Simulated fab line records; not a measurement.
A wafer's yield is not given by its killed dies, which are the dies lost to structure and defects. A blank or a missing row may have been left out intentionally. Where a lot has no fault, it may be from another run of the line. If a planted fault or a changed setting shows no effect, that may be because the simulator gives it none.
What tool caused it? | flow nandHarc | 11 lots, 33 wafers sampled, at 2 steps of a route of 1302

WHAT THE GAUGES READ, wafer by wafer
NHARC_A_SIN_REMOVE_INSPECT_04.
lot  | measured     | on               | rawDefectCount
L818 | day 20 01:10 | defectInspect-01 | 331 402 376
L819 | day 20 13:10 | defectInspect-01 | 344 509 309
L820 | day 20 19:49 | defectInspect-02 | 333 351 448
L821 | day 21 04:38 | defectInspect-01 | 506 573 456
L830 | day 25 03:27 | defectInspect-01 | 993 984 1017
L832 | day 25 20:32 | defectInspect-02 | 1151 1061 1091
L834 | day 26 22:13 | defectInspect-02 | 436 333 276
L838 | day 28 08:43 | defectInspect-01 | 509 391 422
L839 | day 28 20:52 | defectInspect-01 | 420 459 589
L840 | day 28 20:52 | defectInspect-02 | 380 354 469
L841 | day 29 12:34 | defectInspect-02 | 459 495 382

TOOL THAT RAN EACH LOT (tool first, then ch and the chambers of the sampled wafers, then the start)
lot  | NHARC_A_SLIT_ETCH_26
L818 | harEtch-01 ch 0,1, day 19 17:05
L819 | harEtch-02 ch 0,1, day 20 05:11
L820 | harEtch-01 ch 0,1, day 20 11:54
L821 | harEtch-02 ch 0,1, day 20 20:34
L830 | harEtch-02 ch 0,1, day 24 19:27
L832 | harEtch-02 ch 0,1, day 25 13:07
L834 | harEtch-01 ch 0,1, day 26 14:07
L838 | harEtch-01 ch 0,1, day 28 02:07
L839 | harEtch-02 ch 0,1, day 28 12:48
L840 | harEtch-01 ch 0,1, day 28 12:55
L841 | harEtch-01 ch 0,1, day 29 04:35
- NHARC_A_SLIT_ETCH_26: etches the open film in C4F8/O2/Ar, time 90 s, target depth 400 nm.

THE ANSWER, worked out from the rows above alone
Rule: what is usual is taken from the lots themselves. Put in order of their means at a reading, lots are off if they are a third of the lots or fewer, leave a main group of 4 or more, and stand apart from it by a gap of 3 or more times the standard deviation of the main group's means; of several such gaps the widest counts. A main group is skipped when, at the precision printed for the reading in the tables above, its means are all equal. Also off: a lot with no number at a reading for which 4 or more lots have one. The other lots that the step has rows for count as sound.
Off at NHARC_A_SIN_REMOVE_INSPECT_04 (rawDefectCount): L830, L832. For the main group the mean is 419 and the standard deviation 53.
If a tool, at a process step before that reading, ran all the lots that are off and no sound lot after the first of them, it fits. The gauges at NHARC_A_SIN_REMOVE_INSPECT_04 are tried like those tools. No candidate that was tried fits.

WHAT WAS PUT IN BY THE SIMULATOR
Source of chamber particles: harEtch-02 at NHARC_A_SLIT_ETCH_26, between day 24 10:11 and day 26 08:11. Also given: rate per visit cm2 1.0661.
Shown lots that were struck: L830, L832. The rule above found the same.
